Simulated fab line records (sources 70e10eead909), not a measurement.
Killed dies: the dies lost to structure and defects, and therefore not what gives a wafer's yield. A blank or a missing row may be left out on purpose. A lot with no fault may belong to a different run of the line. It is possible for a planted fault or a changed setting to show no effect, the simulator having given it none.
Chamber matching ; flow nandHarc ; NHARC_A_CONTACT_DEP_24 on pecvd-04 has 3 sister chambers
The step deposits SiO2, target thk 500 nm. 3 wafers are shown with their chamber, then 7 later ones without.

WAFERS, EACH WITH ITS CHAMBER
wafer;chamber;heaterPowerW (W)
L078.3;2;467
L082.1;0;577
L082.3;1;444

WAFERS MISSING THEIR CHAMBER
wafer;heaterPowerW (W)
L082.5;465
L094.1;622
L094.3;446
L094.6;428
L095.1;450
L095.4;416
L095.5;479

EACH ONE'S CHAMBER
wafer;from the rows above;in truth
L082.5;can't be placed: 2 or 1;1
L094.1;0;0
L094.3;can't be placed: 1 or 2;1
L094.6;can't be placed: 1 or 2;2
L095.1;can't be placed: 1 or 2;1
L095.4;can't be placed: 1 or 2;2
L095.5;can't be placed: 2 or 1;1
Correctly placed: 1 of 7. These rows do not allow placing 6 (true chamber among the candidates in 6). Wrongly placed: 0.
How it was worked out, from the rows above alone: a wafer's distance from a chamber is the root of the sum, over the readings, of the square of ((its reading less the chamber's mean) divided by the reading's scatter). If the next closest chamber is less than 2 further off than the closest, the wafer can't be placed; otherwise it belongs to the closest. Each chamber's mean is taken over the wafers shown for it. The scatter: root of mean squared gap, hidden wafer to nearest shown wafer, with one shown wafer a chamber.
